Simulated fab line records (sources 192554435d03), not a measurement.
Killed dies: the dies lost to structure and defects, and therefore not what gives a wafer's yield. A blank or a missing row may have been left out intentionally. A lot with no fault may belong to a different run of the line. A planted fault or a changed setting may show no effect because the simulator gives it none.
fab line records	flow n5Finfet	part 1 of 2: steps 1 to 39 of 44
record lots=7	wafers=21	lastDay=19
route steps=1938 shown MOL_CONTACT_COAG@624 BEOL_M0_SAQP@632
lots that met no fault: from a run of the same line without faults
startH: the number of hours between the record's first day and the start of the first shown wafer of the lot	waitH: time in hours since the lot's previous step	" the same as in the row above	L1.1+2: several wafers, shown together as one row	- no value, or no start was given	* or withheld: withheld	< > ~ a bound
route shown NAME@n: a module of which the file shows steps, and the number in the route of the first	usual: mean and standard deviation over wafers with no fault	same: alike in all rows	chamber/n: place in a boat	sites: the reading at each site	_std_site: the standard deviation of these	_edge_site: the outer-site mean with the inner-site mean subtracted	radiusMm: for every site, how far away it sits from the centre of the wafer	mask NAME#n: copy n	behind: the tool/chamber that last shaped the wafer	hold: what put the lot on hold/how long, in hours/how the hold closed	device: whichever transistor did not switch (one of n, p or np)	end of line: the tests these same wafers got at the end of their route	a step with no rows: only its recipe	killed: at the first sort, the dies lost to defects and structure; wafer yield is something else	map: per-die view of a wafer (x killed, . not killed, _ where there is no die)
set.NAME: the setting the step ran with; set.NAME@STEP: the setting that earlier step ran with	model.NAME: the simulator's own value behind a step, which no gauge read
lots seen at some steps along the route; tables by step, rows by wafer
services: the hour from which a tool's chamber was out of use, counted from the record's first day as startH (under 0 if before that day), plus the number of hours and why
## steps
# step N5_MOL_CONTACT_COAG_CVD_140
# recipe material=W	targetThkA=665	mode=selectiveFill	tempC=300	timeS=215
# step N5_MOL_CONTACT_COAG_PRECLEAN_127
# recipe chemistry=DIW	timeS=57.5	tempC=23
# step N5_MOL_CONTACT_COAG_SRD_128
# recipe dryTimeS=32	dry=n2Spin	spinRpm=1500
# step N5_MOL_CONTACT_COAG_CMP_52
# recipe stopOn=SiO2	tOverpolishS=1.5	postCmpClean=wDiluteNh4oh	downForcePsi=4	platenRpm=50.289	padVelocityMS=1.0006	targetThkNm=66.5
# step N5_MOL_CONTACT_COAG_THK_MEAS_53
# recipe reads=SiO2_of_MOL_CONTACT_COAG_PECVD_31
# usual VIA_MOL_THK=43.6/0.65
lot.wafer	tool	chamber	startH	waitH	VIA_MOL_THK[nm]
L793.1	filmMetro-01	-	102.21	-	44.2
L793.4	"	-	"	"	44.5
L793.6	"	-	"	"	44.7
L802.2	filmMetro-02	-	155.37	-	43.2
L802.4	"	-	"	"	43.4
L802.5	"	-	"	"	43.5
L808.1	filmMetro-02	-	193.76	-	42.9
L808.2	"	-	"	"	43.4
L808.4	"	-	"	"	43.8
L809.3	filmMetro-01	-	198.05	-	43.2
L809.5	"	-	"	"	43.3
L809.6	"	-	"	"	43.6
L810.3	filmMetro-02	-	201.07	-	43.4
L810.5	"	-	"	"	43.5
L810.6	"	-	"	"	43.9
L816.1	filmMetro-02	-	241.17	-	43.4
L816.3	"	-	"	"	43.1
L816.4	"	-	"	"	43.2
L815.2	filmMetro-01	-	241.54	-	44.3
L815.3	"	-	"	"	44.0
L815.4	"	-	"	"	44.0
# step N5_MOL_CONTACT_COAG_ANNEAL_112
# recipe tempC=400	timeS=1800	ambient=HPD2	pressureAtm=10
# step N5_MOL_CONTACT_COAG_INSPECT_97
# recipe inspectInstrument=darkfield	mode=postAnneal
# usual rawDefectCount=44/18
lot.wafer	tool	chamber	startH	waitH	rawDefectCount
L793.1	defectInspect-02	-	105.28	0.0	34
L793.4	"	-	"	"	45
L793.6	"	-	"	"	31
L802.2	defectInspect-02	-	158.44	0.0	40
L802.4	"	-	"	"	35
L802.5	"	-	"	"	35
L808.1	defectInspect-02	-	196.82	0.0	24
L808.2	"	-	"	"	38
L808.4	"	-	"	"	51
L809.3	defectInspect-02	-	201.14	0.1	36
L809.5	"	-	"	"	44
L809.6	"	-	"	"	42
L810.3	defectInspect-02	-	204.17	0.1	54
L810.5	"	-	"	"	56
L810.6	"	-	"	"	45
L816.1	defectInspect-02	-	244.23	0.0	49
L816.3	"	-	"	"	45
L816.4	"	-	"	"	48
L815.2	defectInspect-02	-	247.24	0.0	25
L815.3	"	-	"	"	34
L815.4	"	-	"	"	75
# step N5_BEOL_M0_SAQP_PECVD_00
# recipe material=SiCN	targetThkA=80	tempC=withheld	precursor=3MS/NH3	pressureTorr=3	rfW=202	timeS=14
# step N5_BEOL_M0_SAQP_ILD_DEP_01
# recipe material=SiOC	targetThkA=454.19	tempC=350	precursor=DEMS/O2	pressureTorr=5	rfW=500	timeS=8.7
# step N5_BEOL_M0_SAQP_HM_DEP_02
# recipe material=TiN	targetThkA=120	tempC=25	chamberPressurePa=0.49996
# step N5_BEOL_M0_SAQP_PECVD_03
# recipe material=SiCN	targetThkA=120	tempC=withheld	precursor=3MS/NH3	pressureTorr=3	rfW=202	timeS=21.1
# step N5_BEOL_M0_SAQP_PECVD_96
# recipe material=a-Si	targetThkA=450	tempC=350	precursor=SiH4/He	pressureTorr=3	rfW=100	timeS=45.2
# usual chamberPressureTorr=3.000/0.0065	heaterPowerOuterW=347/46	heaterPowerW=576/72	showerheadPlenumPTorr=5.64/0.055	susceptorTempC=350.02/0.21	throttleValvePct=18.3/1.1
lot.wafer	tool	chamber	startH	waitH	chamberPressureTorr	heaterPowerOuterW	heaterPowerW	showerheadPlenumPTorr	susceptorTempC	throttleValvePct
L793.1	pecvd-02	2	106.05	0.0	2.997	321	531	5.66	349.72	18.0
L793.4	"	0	"	"	3.011	355	607	5.66	350.47	17.5
L793.6	"	2	"	"	3.008	319	552	5.69	350.04	18.0
L802.2	pecvd-02	2	162.37	0.0	2.992	308	517	5.66	350.22	18.0
L802.4	"	2	"	"	3.006	310	515	5.67	350.00	18.2
L802.5	"	1	"	"	2.996	384	671	5.61	349.88	17.9
L808.1	pecvd-02	1	199.33	0.0	-	-	-	-	-	-
L808.2	"	2	"	"	-	-	-	-	-	-
L808.4	"	1	"	"	-	-	-	-	-	-
L809.3	pecvd-04	1	201.71	0.0	-	-	-	-	-	-
L809.5	"	2	"	"	-	-	-	-	-	-
L809.6	"	0	"	"	-	-	-	-	-	-
L810.3	pecvd-01	0	204.90	0.0	-	-	-	-	-	-
L810.5	"	2	"	"	-	-	-	-	-	-
L810.6	"	0	"	"	-	-	-	-	-	-
L816.1	pecvd-02	0	245.39	0.0	3.002	365	573	5.68	350.01	17.6
L816.3	"	0	"	"	3.012	367	577	5.68	350.26	18.0
L816.4	"	2	"	"	2.995	289	500	5.67	350.01	18.4
L815.2	pecvd-01	0	248.55	0.0	2.993	427	673	5.56	350.22	20.6
L815.3	"	2	"	"	3.000	256	466	5.55	349.76	17.8
L815.4	"	1	"	"	2.992	359	596	5.63	350.11	19.9
# step N5_BEOL_M0_SAQP_PECVD_97
# recipe material=SiNx	targetThkA=230	tempC=350	precursor=SiH4/NH3/N2	pressureTorr=1.5	rfW=300	timeS=19.9
# step N5_BEOL_M0_SAQP_PECVD_04
# recipe material=a-Si	targetThkA=600	tempC=350	precursor=SiH4/He	pressureTorr=3	rfW=100	timeS=60.2
# usual chamberPressureTorr=3.000/0.0077	heaterPowerOuterW=348/41	heaterPowerW=577/69	showerheadPlenumPTorr=5.64/0.056	susceptorTempC=350.04/0.23	throttleValvePct=18.3/1.1
lot.wafer	tool	chamber	startH	waitH	chamberPressureTorr	heaterPowerOuterW	heaterPowerW	showerheadPlenumPTorr	susceptorTempC	throttleValvePct
L793.1	pecvd-02	2	106.13	0.0	3.014	274	477	5.67	349.94	18.0
L793.4	"	0	"	"	3.002	369	596	5.69	350.00	17.6
L793.6	"	2	"	"	3.022	272	473	5.67	349.91	18.2
L802.2	pecvd-02	2	162.46	0.0	2.998	292	490	5.67	350.28	18.2
L802.4	"	2	"	"	2.986	295	481	5.66	350.08	18.6
L802.5	"	1	"	"	2.991	428	736	5.60	349.85	17.9
L808.1	pecvd-02	1	199.41	0.0	2.994	413	692	5.61	349.69	17.7
L808.2	"	2	"	"	2.990	301	519	5.67	350.11	18.1
L808.4	"	1	"	"	2.993	411	726	5.62	349.49	17.8
L809.3	pecvd-04	1	201.80	0.0	3.006	372	600	5.57	350.33	17.2
L809.5	"	2	"	"	2.987	330	555	5.72	349.68	17.0
L809.6	"	0	"	"	2.997	369	552	5.68	349.99	19.9
L810.3	pecvd-01	0	204.99	0.0	3.003	404	634	5.57	349.75	20.5
L810.5	"	2	"	"	2.998	292	511	5.56	349.93	17.7
L810.6	"	0	"	"	3.003	393	627	5.57	349.83	20.6
L816.1	pecvd-02	0	245.52	0.0	3.001	384	587	5.67	349.95	17.9
L816.3	"	0	"	"	3.003	366	608	5.67	349.93	17.8
L816.4	"	2	"	"	3.002	294	507	5.67	349.90	18.2
L815.2	pecvd-01	0	248.63	0.0	3.012	399	645	5.55	349.93	20.7
L815.3	"	2	"	"	2.999	262	474	5.55	350.24	18.0
L815.4	"	1	"	"	3.008	359	574	5.64	349.64	20.1
# step N5_BEOL_M0_SAQP_THK_MEAS_05
# usual thkNm=60.0/0.7
lot.wafer	tool	chamber	startH	waitH	thkNm
L793.1	filmMetro-01	-	106.23	0.1	58.8
L793.4	"	-	"	"	60.3
L793.6	"	-	"	"	59.9
L802.2	filmMetro-02	-	162.55	0.1	59.5
L802.4	"	-	"	"	60.7
L802.5	"	-	"	"	60.5
L808.1	filmMetro-02	-	199.51	0.1	59.7
L808.2	"	-	"	"	60.0
L808.4	"	-	"	"	60.3
L809.3	filmMetro-02	-	201.89	0.1	59.0
L809.5	"	-	"	"	59.5
L809.6	"	-	"	"	60.1
L810.3	filmMetro-01	-	205.08	0.1	59.1
L810.5	"	-	"	"	60.2
L810.6	"	-	"	"	60.8
L816.1	filmMetro-02	-	245.65	0.1	58.7
L816.3	"	-	"	"	61.3
L816.4	"	-	"	"	59.6
L815.2	filmMetro-02	-	248.73	0.1	59.5
L815.3	"	-	"	"	60.0
L815.4	"	-	"	"	60.3
# step N5_BEOL_M0_SAQP_HM_DEP_111
# recipe material=SiO2	targetThkA=120	tempC=400	precursor=SiH4/N2O	pressureTorr=0.75	rfW=275	timeS=7.2
# step N5_BEOL_M0_SAQP_COAT_81
# recipe resist=SOC	tempC=250	timeS=60	spinRpm=1500	resistThkNm=100
# step N5_BEOL_M0_SAQP_COAT_82
# recipe resist=SiARC	tempC=220	timeS=60	spinRpm=1500	resistThkNm=30
# step N5_BEOL_M0_SAQP_COAT_08
# recipe resist=CAR-ArF	spinRpm=1500	resistThkNm=90
# step N5_BEOL_M0_SAQP_EBR_10
# recipe solvent=PGMEA	ebrWidthMm=1.5
# step N5_BEOL_M0_SAQP_SOFTBAKE_09
# recipe tempC=110	timeS=60	resist=CAR-ArF
# step N5_BEOL_M0_SAQP_EXPOSE_11
# recipe maskId=M0_CORE	na=1.35	sourceShape=dipole	sigmaInner=0.538	sigmaOuter=0.738	polarization=te	targetCdNm=42	doseMj=55
# step N5_BEOL_M0_SAQP_PEB_12
# recipe pebTempC=withheld	pebTimeS=60	resist=CAR-ArF
# step N5_BEOL_M0_SAQP_DEVELOP_13
# recipe developTimeS=30	developer=TMAH	resist=CAR-ArF	devTempC=23	rinseLiquid=diw	dry=airSpin
# step N5_BEOL_M0_SAQP_CD_MEAS_14
# recipe targetCdNm=42.5	landingEnergyEv=500	detector=seInlens
# usual cdNm=42.6/0.33
lot.wafer	tool	chamber	startH	waitH	cdNm
L793.1	cdSem-01	0	106.61	-	42.1
L793.4	"	0	"	"	42.6
L793.6	"	0	"	"	42.2
L802.2	cdSem-02	0	162.91	-	42.3
L802.4	"	0	"	"	42.4
L802.5	"	0	"	"	42.7
L808.1	cdSem-01	0	199.99	-	42.5
L808.2	"	0	"	"	42.1
L808.4	"	0	"	"	42.6
L809.3	cdSem-03	0	202.26	-	42.8
L809.5	"	0	"	"	42.0
L809.6	"	0	"	"	42.7
L810.3	cdSem-01	0	205.57	-	42.0
L810.5	"	0	"	"	42.3
L810.6	"	0	"	"	42.7
L816.1	cdSem-01	0	246.16	-	41.9
L816.3	"	0	"	"	42.3
L816.4	"	0	"	"	42.1
L815.2	cdSem-03	0	249.24	-	43.4
L815.3	"	0	"	"	43.4
L815.4	"	0	"	"	42.9
# step N5_BEOL_M0_SAQP_OVL_MEAS_15
# recipe pointsPerWafer=44
# usual M0_CORE_OVL=0.0/0.62
lot.wafer	tool	chamber	startH	waitH	M0_CORE_OVL[nm]
L793.1	overlay-01	0	106.64	0.0	-0.1
L793.4	"	0	"	"	-0.4
L793.6	"	0	"	"	-0.1
L802.2	overlay-01	0	162.94	0.0	0.6
L802.4	"	0	"	"	0.0
L802.5	"	0	"	"	0.3
L808.1	overlay-02	0	200.02	0.0	0.3
L808.2	"	0	"	"	0.3
L808.4	"	0	"	"	0.6
L809.3	overlay-01	0	202.29	0.0	-1.1
L809.5	"	0	"	"	-0.2
L809.6	"	0	"	"	0.2
L810.3	overlay-02	0	205.59	0.0	0.2
L810.5	"	0	"	"	0.3
L810.6	"	0	"	"	0.4
L816.1	overlay-02	0	246.19	0.0	-0.9
L816.3	"	0	"	"	-0.4
L816.4	"	0	"	"	0.0
L815.2	overlay-01	0	249.26	0.0	-0.7
L815.3	"	0	"	"	0.2
L815.4	"	0	"	"	-0.1
# step N5_BEOL_M0_SAQP_INSPECT_16
# recipe mode=adi	inspectInstrument=brightfield
# usual rawDefectCount=464/120
lot.wafer	tool	chamber	startH	waitH	rawDefectCount
L793.1	defectInspect-01	-	106.67	0.0	541
L793.4	"	-	"	"	467
L793.6	"	-	"	"	500
L802.2	defectInspect-02	-	162.96	0.0	296
L802.4	"	-	"	"	464
L802.5	"	-	"	"	705
L808.1	defectInspect-02	-	200.05	0.0	496
L808.2	"	-	"	"	511
L808.4	"	-	"	"	566
L809.3	defectInspect-01	-	202.31	0.0	340
L809.5	"	-	"	"	411
L809.6	"	-	"	"	338
L810.3	defectInspect-01	-	205.62	0.0	500
L810.5	"	-	"	"	515
L810.6	"	-	"	"	652
L816.1	defectInspect-01	-	246.21	0.0	561
L816.3	"	-	"	"	475
L816.4	"	-	"	"	758
L815.2	defectInspect-02	-	249.29	0.0	387
L815.3	"	-	"	"	614
L815.4	"	-	"	"	742
# step N5_BEOL_M0_SAQP_DESCUM_19
# recipe chemistry=O2	timeS=7.9	sourcePowerW=50	biasPowerW=20	pressureMtorr=20	rfFrequencyHz=2.712e+07	tempC=40	resist=CAR-ArF	o2FlowSccm=225
# step N5_BEOL_M0_SAQP_ETCH_83
# recipe chemistry=CF4	target=SiARC	targetDepthA=390	maskMaterial=CAR-ArF	timeS=65	ionEnergyEv=80	pressureMtorr=40	sourceW=545	biasW=36	Ar_flow_sccm=100	cf4FlowSccm=100	ends=cleared
# step N5_BEOL_M0_SAQP_ETCH_84
# recipe chemistry=N2/H2	target=SOC	targetDepthA=1000	overetchA=200	maskMaterial=SiARC	tempC=40	timeS=150	ionEnergyEv=200	pressureMtorr=30	sourceW=840	biasW=150	n2FlowSccm=200	h2FlowSccm=200
# step N5_BEOL_M0_SAQP_STRIP_80
# recipe chemistry=N2/H2	tempC=40	n2FlowSccm=200	h2FlowSccm=200	rfFrequencyHz=6e+07
# step N5_BEOL_M0_SAQP_HM_OPEN_112
# recipe chemistry=CHF3/O2	target=SiO2	stopOn=a-Si	targetDepthA=120	overEtchFrac=1.25	maskMaterial=SOC	timeS=13.5	pressureMtorr=30	sourceW=650	biasW=170	Ar_flow_sccm=200	CHF3_flow_sccm=50	O2_flow_sccm=5	ionEnergyEv=200	ends=endPoint
# usual O2_flow_sccm=4.997/0.015	drypumpMotorCurrentA=5.8/0.38	oesProductAu=0.51/0.041	rfVppV=525/3.3	showerheadPlenumPTorr=2.44/0.065	throttleValvePct=18.86/0.15
# same overEtchFrac=1.25
lot.wafer	tool	chamber	startH	waitH	O2_flow_sccm	drypumpMotorCurrentA	oesProductAu	rfHoursCounterH	rfVppV	showerheadPlenumPTorr	throttleValvePct
L793.1	rieDiel-03	1	106.89	0.0	4.988	6.0	0.61	11	523	2.36	18.58
L793.4	"	0	"	"	5.007	6.4	0.49	-	525	2.39	18.80
L793.6	"	1	"	"	4.989	6.1	0.61	-	523	2.36	18.60
L802.2	rieDiel-05	2	163.19	0.0	4.981	5.7	0.49	195	530	2.48	19.04
L802.4	"	0	"	"	4.990	5.2	0.54	81	522	2.44	19.06
L802.5	"	2	"	"	4.984	5.7	0.48	-	529	2.48	19.03
L808.1	rieDiel-05	2	200.36	0.0	4.975	5.7	0.48	205	528	2.48	19.06
L808.2	"	3	"	"	4.988	5.7	0.55	57	527	2.54	18.82
L808.4	"	1	"	"	4.975	5.8	0.48	172	522	2.50	18.90
L809.3	rieDiel-05	2	203.09	0.0	5.000	5.7	0.48	206	528	2.48	19.06
L809.5	"	1	"	"	4.997	5.8	0.47	-	521	2.50	18.89
L809.6	"	2	"	"	5.001	5.7	0.48	-	529	2.48	19.06
L810.3	rieDiel-03	3	205.84	0.0	4.991	5.6	0.45	216	530	2.38	18.97
L810.5	"	3	"	"	4.990	5.6	0.45	-	529	2.39	18.97
L810.6	"	0	"	"	4.996	6.4	0.47	-	524	2.38	18.86
L816.1	rieDiel-03	0	246.44	0.0	4.980	6.4	0.47	224	523	2.37	18.88
L816.3	"	2	"	"	5.017	5.4	0.47	200	523	2.39	18.68
L816.4	"	1	"	"	5.026	6.0	0.56	55	522	2.34	18.66
L815.2	rieDiel-04	3	249.51	0.0	4.976	6.5	0.46	193	521	2.40	18.84
L815.3	"	2	"	"	4.989	6.5	0.47	222	522	2.38	18.77
L815.4	"	0	"	"	5.000	5.4	0.54	82	526	2.53	18.63
# step N5_BEOL_M0_SAQP_STRIP_113
# recipe chemistry=CHF3/O2	resist=SiARC	rfFrequencyHz=6e+07
# step N5_BEOL_M0_SAQP_MANDREL_ETCH_20
# recipe targetDepthA=600	chemistry=HBr/Cl2	target=a-Si	stopOn=SiNx	btTimeS=10	maskMaterial=SOC	overEtchFrac=0.5	timeS=30	pressureMtorr=10	icpW=800	biasW=75	HBr_flow_sccm=150	Cl2_flow_sccm=80	ends=endPoint
# usual drypumpMotorCurrentA=5.7/0.43	oesProductAu=0.781/0.014	throttleValvePct=35.66/0.18
# same overEtchFrac=0.5
lot.wafer	tool	chamber	startH	waitH	drypumpMotorCurrentA	oesProductAu	rfHoursCounterH	throttleValvePct
L793.1	rieSi-04	1	106.98	0.0	5.1	0.774	139	35.88
L793.4	"	2	"	"	5.6	0.775	80	35.44
L793.6	"	0	"	"	5.6	0.808	-	35.51
L802.2	rieSi-05	2	163.27	0.0	5.4	0.779	17	35.80
L802.4	"	0	"	"	5.7	0.772	-	35.73
L802.5	"	2	"	"	5.4	0.787	-	35.79
L808.1	rieSi-04	2	200.45	0.0	5.6	0.786	82	35.45
L808.2	"	1	"	"	5.1	0.783	141	35.84
L808.4	"	0	"	"	5.5	0.798	9	35.54
L809.3	rieSi-05	2	203.17	0.0	5.4	0.770	18	35.81
L809.5	"	3	"	"	5.3	0.792	-	35.67
L809.6	"	0	"	"	5.7	0.765	-	35.72
L810.3	rieSi-05	2	205.93	0.0	5.4	0.778	18	35.81
L810.5	"	1	"	"	6.6	0.792	-	35.49
L810.6	"	2	"	"	5.4	0.790	-	35.79
L816.1	rieSi-04	1	246.52	0.0	5.1	0.772	142	35.88
L816.3	"	0	"	"	5.6	0.810	10	35.50
L816.4	"	2	"	"	5.6	0.777	83	35.45
L815.2	rieSi-05	1	249.60	0.0	6.6	0.783	72	35.52
L815.3	"	3	"	"	5.3	0.789	107	35.67
L815.4	"	2	"	"	5.4	0.783	18	35.81
# step N5_BEOL_M0_SAQP_STRIP_86
# recipe chemistry=N2/H2	powerW=500	tempC=40	pressureMtorr=50	rfFrequencyHz=6e+07	overashFraction=0.3	biasPowerW=28	h2Frac=0.5	n2FlowSccm=300	h2FlowSccm=300
# step N5_BEOL_M0_SAQP_STRIP_115
# recipe chemistry=postEtchResidueRemover	timeS=60	tempC=25	removerPh=withheld	removerWaterWtPct=withheld	removerFluorideWtPct=withheld
# step N5_BEOL_M0_SAQP_SRD_93
# recipe dry=ipaMarangoni	timeS=30	tempC=23	rinseLiquid=diw
# step N5_BEOL_M0_SAQP_RECESS_114
# recipe chemistry=HF/NH3	target=SiO2	targetDepthA=144	afsCycles=3	tempC=30	sublimationTempC=180	sublimationTimeS=60
# usual drypumpMotorCurrentA=5.4/0.38
lot.wafer	tool	chamber	startH	waitH	drypumpMotorCurrentA
L793.1	vaporEtch-02	0	107.21	0.0	5.3
L793.4	"	0	"	"	5.3
L793.6	"	0	"	"	5.3
L802.2	vaporEtch-01	0	163.50	0.0	5.1
L802.4	"	1	"	"	5.1
L802.5	"	1	"	"	5.1
L808.1	vaporEtch-02	1	200.69	0.0	6.0
L808.2	"	0	"	"	5.2
L808.4	"	1	"	"	6.0
L809.3	vaporEtch-02	0	203.52	0.1	5.3
L809.5	"	1	"	"	5.9
L809.6	"	0	"	"	5.3
L810.3	vaporEtch-01	0	206.28	0.1	5.1
L810.5	"	1	"	"	5.1
L810.6	"	0	"	"	5.1
L816.1	vaporEtch-01	0	246.75	0.0	5.1
L816.3	"	1	"	"	5.1
L816.4	"	0	"	"	5.1
L815.2	vaporEtch-01	1	249.93	0.0	5.1
L815.3	"	1	"	"	5.1
L815.4	"	0	"	"	5.1
# step N5_BEOL_M0_SAQP_SPACER1_ALD_98
# recipe material=SiO2	targetThkA=128	tempC=300	aldPrecursorFamily=BDEAS	aldCoReactant=O2-plasma	pulseTimeS=1	purgeTimeS=2	coReactantPurgeTimeS=2	aldCycles=138	pressureTorr=2
## key
firstSign step=N5_BEOL_M0_SAQP_PECVD_96	reading=toolRecord	direction=missing
effect step=N5_BEOL_M0_SAQP_MANDREL_ETCH_103	reading=oesProductAu	direction=down	sigmas=33	usual=0.690	struck=0.288
effect step=N5_BEOL_M0_SAQP_CD_MEAS_29	reading=cdNm	direction=missing
modelEffect step=N5_BEOL_M0_SAQP_MANDREL_ETCH_103	value=etch.depthNm	without=45.37	struck=0
modelEffect step=N5_BEOL_M0_SAQP_MANDREL2_REMOVE_110	value=BEOL_M0_SAQP.cdNm	without=15.04	struck=12.71
metAt N5_BEOL_M0_SAQP_PECVD_96
struckWafers L808.1,L808.2,L808.4,L809.3,L809.5,L809.6,L810.3,L810.5,L810.6
laterRowsLeftOut L808.1,L808.2,L808.4,L809.3,L809.5,L809.6,L810.3,L810.5,L810.6
sortLeftOut L808.1,L808.2,L808.4,L809.3,L809.5,L809.6,L810.3,L810.5,L810.6
onsetBetween 162.37 199.33
fault kind=skippedStepWhole	tool=pecvd-01,pecvd-02,pecvd-04	chamber=-	onsetH=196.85	steps=N5_BEOL_M0_SAQP_PECVD_96	scope=struckLotsOnly
# sortLeftOut: the simulated sort isn't trusted on such a fault, so these wafers' sort isn't shown, and their yield isn't known
# laterRowsLeftOut: the simulator's readings of these wafers behind a module that went badly wrong aren't trusted and aren't shown, but for the sort
